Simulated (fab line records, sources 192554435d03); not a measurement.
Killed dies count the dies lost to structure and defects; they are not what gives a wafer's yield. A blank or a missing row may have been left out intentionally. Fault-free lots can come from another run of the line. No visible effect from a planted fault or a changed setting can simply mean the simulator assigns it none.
Lot-split experiment | flow n5Finfet | 21 wafers read from 7 lots, route of 1938 steps

THE SPLIT
At N5_MOL_CONTACT_COAG_CONTACT_ETCH_14 (etches SiO2 in C4F6/O2, target depth 27.5 nm, overetch 8.5 nm, time 20 s), the setting sourceW was moved away from the recipe's 370 W on 9 of the 21 wafers read, by -10.2% to +17.6%. This setting was run at the recipe's value on the other wafers.

The split's own step is where the reading is taken.

THE READING
rfVppV, in V, at N5_MOL_CONTACT_COAG_CONTACT_ETCH_14 (etches SiO2 in C4F6/O2, target depth 27.5 nm, overetch 8.5 nm, time 20 s). Typical for fault-free wafers on this fab line: 694 V, with standard deviation 3.7 V.

wafer  | tool, chamber at the split | sourceW as run, W | against the recipe | rfVppV, V | against lot-mates on the recipe
L074.3 | rieDiel-02, 3              | 370               | recipe             | 690       | -
L074.5 | rieDiel-02, 1              | 394.2             | +6.5%              | 685       | -6
L074.6 | rieDiel-02, 0              | 370               | recipe             | 693       | -
L076.1 | rieDiel-02, 3              | 370               | recipe             | 691       | -
L076.4 | rieDiel-02, 0              | 408.6             | +10.4%             | 671       | -23
L076.6 | rieDiel-02, 1              | 370               | recipe             | 697       | -
L079.1 | rieDiel-02, 1              | 370               | recipe             | 699       | -
L079.2 | rieDiel-02, 2              | 370               | recipe             | 694       | -
L079.6 | rieDiel-02, 1              | 370               | recipe             | 698       | -
L082.4 | rieDiel-02, 0              | 435.2             | +17.6%             | 658       | -37
L082.5 | rieDiel-02, 2              | 370               | recipe             | 695       | -
L082.6 | rieDiel-02, 1              | 435.2             | +17.6%             | 663       | -32
L085.4 | rieDiel-06, 2              | 333.8             | -9.8%              | 711       | +19
L085.5 | rieDiel-06, 3              | 333.8             | -9.8%              | 719       | +27
L085.6 | rieDiel-06, 0              | 370               | recipe             | 692       | -
L087.1 | rieDiel-06, 2              | 332.1             | -10.2%             | 711       | no lot-mate on the recipe
L087.2 | rieDiel-06, 0              | 332.1             | -10.2%             | 714       | no lot-mate on the recipe
L087.4 | rieDiel-06, 0              | 332.1             | -10.2%             | 715       | no lot-mate on the recipe
L090.2 | rieDiel-02, 1              | 370               | recipe             | 697       | -
L090.5 | rieDiel-02, 3              | 370               | recipe             | 691       | -
L090.6 | rieDiel-02, 0              | 370               | recipe             | 692       | -

THE FIT
A straight line over all 21 wafers: rfVppV changes by -1.94 V for each +1% of sourceW; r = -0.98; the points scatter about the line by 3.1 V.
The same after taking each lot's own level away (the mean of its wafers on the recipe; 18 wafers): -2.05 V for each +1%; r = -0.98; scatter 3.2 V.
On that fit, the largest move of sourceW shifts the reading by 36 V.
Measured against the standard deviation above, the lots' own levels, which go from 691.5 to 697.0 V, span 1.5 times it.
The two slopes agree, so the slope changes little with the lot-to-lot level.
Check: for one of the wafers moved furthest among these (+17.6%), held out of the fit, the line's prediction against its lot-mates is -34.4 V. Against them it came out at -37 V.
Tool readings at the split's step, against how far the setting was moved: rfVppV r = -0.98.

THE OTHER SPLITS THESE WAFERS WENT THROUGH
Note: prior to the reading, these wafers also went through further splits. Each is held against what the fit with the lots' levels taken away leaves over:
other split on the same wafers       | wafers away from the commonest value | r with rfVppV (lot level and that fit taken away)
N5_MOL_CONTACT_COAG_EXPOSE_05 doseMj | 7                                    | +0.23

THE FILE'S OWN FIT
rfVppV changes by -2.01 V for each +1% of sourceW, r = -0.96.
